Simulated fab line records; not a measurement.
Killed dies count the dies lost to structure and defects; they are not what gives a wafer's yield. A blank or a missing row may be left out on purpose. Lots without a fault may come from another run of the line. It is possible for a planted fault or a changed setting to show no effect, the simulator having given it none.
Chamber matching + flow nand_harc + NHARC_P_ZERO_WELL_DESCUM_13 on rie_diel-09: 4 sister chambers
The step chemistry O2, time 3 s. 4 wafers are shown with their chamber, then 10 later ones without.

WAFERS PAIRED WITH THEIR CHAMBERS
| wafer  | chamber | showerhead_plenum_p_Torr (Torr) |
|--------|---------|---------------------------------|
| L084.6 | 1       | 2.01                            |
| L087.6 | 3       | 2.03                            |
| L088.2 | 2       | 2.01                            |
| L088.4 | 0       | 1.85                            |

WAFERS WITHOUT THEIR CHAMBER
| wafer  | showerhead_plenum_p_Torr (Torr) |
|--------|---------------------------------|
| L088.5 | 2.01                            |
| L089.1 | 2.01                            |
| L089.3 | 2.03                            |
| L089.4 | 1.85                            |
| L092.3 | 1.84                            |
| L092.4 | 2.01                            |
| L092.6 | 1.85                            |
| L094.4 | 2.03                            |
| L094.5 | 2.01                            |
| L094.6 | 1.84                            |

THE CHAMBER EACH PASSED THROUGH
| wafer  | from the rows above     | in truth |
|--------|-------------------------|----------|
| L088.5 | can't be placed: 1 or 2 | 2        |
| L089.1 | can't be placed: 1 or 2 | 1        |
| L089.3 | 3                       | 3        |
| L089.4 | 0                       | 0        |
| L092.3 | 0                       | 0        |
| L092.4 | can't be placed: 1 or 2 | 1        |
| L092.6 | 0                       | 0        |
| L094.4 | 3                       | 3        |
| L094.5 | can't be placed: 1 or 2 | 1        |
| L094.6 | 0                       | 0        |
Correctly placed: 6 of 10. Can't be placed from these rows: 4 (the true chamber is among the candidates in 4). Number placed wrongly: 0.
How it was worked out, from the rows above alone: a wafer's distance from a chamber is the root of the sum, over the readings, of the square of ((its reading less the chamber's mean) divided by the reading's scatter). The wafer belongs to the nearest chamber; if the next one is less than 2 further off, it can't be placed. For every chamber, the mean is computed from those of its wafers that are shown. The scatter (one wafer shown for each chamber): square how far every hidden wafer sits from the nearest shown wafer, average those squares and take the square root.
